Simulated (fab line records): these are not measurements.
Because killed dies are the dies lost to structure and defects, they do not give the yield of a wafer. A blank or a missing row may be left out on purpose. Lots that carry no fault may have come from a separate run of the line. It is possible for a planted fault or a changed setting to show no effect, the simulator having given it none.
A struck lot beside a sound one | flow n5 finfet | 39 out of 1938 route steps
Sound: wafers L858.2, L858.3, L858.6. Struck: wafer L849.1. (L849.3, L849.6 of the same lot were not struck and are left out.) The cause comes at the end.
Per side, at each step with rows, come the tool, then ch with its chambers, and then its first start. Under that, the readings that differ: sound wafers | struck wafers | difference of the means | sigmas: that difference in standard deviations of wafers without a fault.
alike: a reading whose means differ by less than 2 such deviations, as well as words and numbers matching on both sides. not compared: withheld readings; readings where some wafer has no value; bounds like >300 that might hide an equal value; numbers whose values overlap and for which the record gives no deviation.
A row with sigmas, a row that says differs or no value, or rows on one side alone: a step with any of these is where the two part. Non-overlapping numbers with no deviation appear without sigmas and do not part them. Lack of a reading on every wafer of one side parts them only where that side has two or more wafers.

first, 10 steps without rows for these wafers: N5_DUMMY_GATE_ETCH_32 (etches SiO2 in CF4, target depth 3.5 nm, time 3.9 s); N5_DUMMY_GATE_ETCH_23 (etches poly-Si in HBr/Cl2/O2, target depth 41 nm, time 22.3 s); N5_DUMMY_GATE_ETCH_44 (etches poly-Si in HBr/O2, stops on SiO2, target depth 127.5 nm); N5_DUMMY_GATE_ETCH_42 (etches SiO2 in CHF3/O2, target depth 3.5 nm, time 31 s); N5_DUMMY_GATE_STRIP_48 (strips in N2/H2, time 20 s); N5_DUMMY_GATE_PRECLEAN_33 (cleans in dHF, time 10 s); N5_DUMMY_GATE_PRECLEAN_25 (cleans in O3/DIW, time 45 s); N5_DUMMY_GATE_PRECLEAN_51 (cleans in SC2, time 45 s); N5_DUMMY_GATE_SRD_26 (time 30 s); N5_DUMMY_GATE_UV_OZONE_45 (time 120 s).
N5_SPACER0_ALD_07: deposits SiNx, target thk 2 nm.
  sound on ald sin-04 ch 1,2, day 7 08:20; struck on ald sin-01 ch 1, day 5 00:35
  reading                                  | sound | struck | difference | sigmas
  model.SiNx_of_SPACER0_ALD_07.thk nm (nm) | 2 2 2 | 0.6    | -1.4       |
  alike: heater power w
then, 25 steps without rows for these wafers: N5_SPACER0_ALD_00 (deposits SiOCN, target thk 3.5 nm, pulse time 3 s, purge time 2 s); N5_SPACER0_ALD_08 (deposits SiNx, target thk 2 nm); N5_SD_EPI_N_COAT_32 (time 60 s, resist thk 350 nm); N5_SD_EPI_N_COAT_33 (time 60 s, resist thk 35 nm); N5_SD_EPI_N_COAT_03 (resist thk 150 nm); N5_SD_EPI_N_EBR_05; N5_SD_EPI_N_SOFTBAKE_04 (time 60 s); N5_SD_EPI_N_EXPOSE_06 (exposes mask SD N BLK, target cd 120 nm); N5_SD_EPI_N_PEB_07 (peb time 60 s); N5_SD_EPI_N_DEVELOP_08 (develop time 30 s); N5_SD_EPI_N_DESCUM_14 (chemistry O2, time 7.9 s); N5_SD_EPI_N_ETCH_34 (etches SiARC in CF4, target depth 45.5 nm, time 75.8 s); N5_SD_EPI_N_ETCH_35 (etches SOC in N2/H2, overetch 108 nm, time 486 s); N5_SD_EPI_N_STRIP_36 (strips in N2/H2); N5_SD_EPI_N_ETCHBACK_44 (etches SiNx in CH3F/O2, stops on SiO2, target depth 14.5 nm); N5_SD_EPI_N_ETCH_45 (etches SiOCN in CH3F/O2, target depth 6 nm); N5_SD_EPI_N_ETCH_16 (etches SiO2 in CHF3/O2, target depth 5 nm); N5_SD_EPI_N_STRIP_47 (strips in CHF3/O2); N5_SD_EPI_N_SD_RECESS_17 (chemistry HBr/Cl2/O2, target depth 41 nm, time 23.7 s, bt time 3 s); N5_SD_EPI_N_STRIP_38 (strips in N2/H2); N5_SD_EPI_N_WET_ETCH_43 (etches SiO2 in dHF, time 14 s, target depth 1.5 nm); N5_SD_EPI_N_STRIP_18 (strips in SPM, time 750 s); N5_SD_EPI_N_SRD_20 (time 30 s); N5_SD_EPI_N_PRECLEAN_48 (cleans in NF3:NH3, afs cycles 2, time 20 s, sublimation time 60 s); N5_SD_EPI_N_VAPOR_ETCH_50 (etches Si in HCl, time 54 s).
N5_DUMMY_REMOVAL_HM_STRIP_01: strips SiNx in CH3F/O2, stops on poly-Si, target depth 4 nm, time 6.8 s.
  sound on rie diel-04 ch 1,2, day 8 06:25; struck on rie diel-04 ch 0, day 5 23:40
  reading               | sound          | struck | difference | sigmas
  oes product au (a.u.) | 0.62 0.62 0.62 | 0.38   | -0.24      | -5
  alike: chamber pressure mTorr, drypump motor current A, rf vpp V, showerhead plenum p Torr, throttle valve pct
  not compared: rf hours counter h
-- the record jumps here: 5 days lie between the struck wafers' starts before and after (it left off in module DUMMY_REMOVAL and takes up again in module BEOL_M4, whose first step shown is number 1111 of the route) --
N5_BEOL_M4_RC_MEAS_101:
  sound on prober-02 ch 0, day 13 11:48; struck on prober-01 ch 0, day 11 07:55
  reading            | sound             | struck | difference | sigmas
  DIBL_N (mV/V)      | 35.6 35.3 35.7    | 47.3   | +11.8      | +10
  DIBL_P (mV/V)      | 35.0 34.9 35.2    | 43.3   | +8.3       | +6
  IOFF_N (nA/um)     | 0.152 0.155 0.159 | 0.421  | +0.266     | +13
  IOFF_N_85C (nA/um) | 3.0 3.1 3.1       | 6.9    | +3.8       | +12
  IOFF_N_LIN (nA/um) | 0.071 0.073 0.072 | 0.150  | +0.078     | +10
  IOFF_P (nA/um)     | 0.24 0.23 0.25    | 0.54   | +0.30      | +9
  IOFF_P_85C (nA/um) | 4.0 4.0 4.1       | 8.0    | +4.0       | +8
  IOFF_P_LIN (nA/um) | 0.115 0.110 0.115 | 0.224  | +0.111     | +9
  ION_N (uA/um)      | 682 689 676       | 734    | +52        | +5
  ION_P (uA/um)      | 470 475 467       | 504    | +33        | +4
  REXT_N (ohm.um)    | 76.4 74.9 76.3    | 63.8   | -12.1      | -6
  REXT_P (ohm.um)    | 104.4 105.0 104.5 | 85.3   | -19.3      | -8
  SS_N (mV/dec)      | 71.9 71.9 71.7    | 73.7   | +1.9       | +4
  SS_P (mV/dec)      | 73.4 73.4 73.3    | 74.9   | +1.5       | +3
  VT_N (mV)          | 249.8 249.4 250.6 | 237.0  | -12.9      | -5
  VT_N_LVT (mV)      | 99.3 99.2 99.0    | 84.0   | -15.2      | -6
  VT_P (mV)          | -247 -248 -246    | -232   | +15        | +5
  VT_P_LVT (mV)      | -96.0 -96.2 -95.2 | -80.7  | +15.1      | +6
-- record jumps: 5 days separate the struck wafers' starts on either side; left off in module BEOL_M4, taken up again in module PASSIVATION, whose first shown step is the route's number 1936 --
N5_PASSIVATION_PROBE_49:
  rows exist in the record for the struck wafers here (prober-02, day 15 20:21), but not for the sound ones

## WHERE THEY PART
Last at N5_PASSIVATION_PROBE_49 as far as this record goes, first at N5_DUMMY_REMOVAL_HM_STRIP_01.

WHY: what the simulator had put in
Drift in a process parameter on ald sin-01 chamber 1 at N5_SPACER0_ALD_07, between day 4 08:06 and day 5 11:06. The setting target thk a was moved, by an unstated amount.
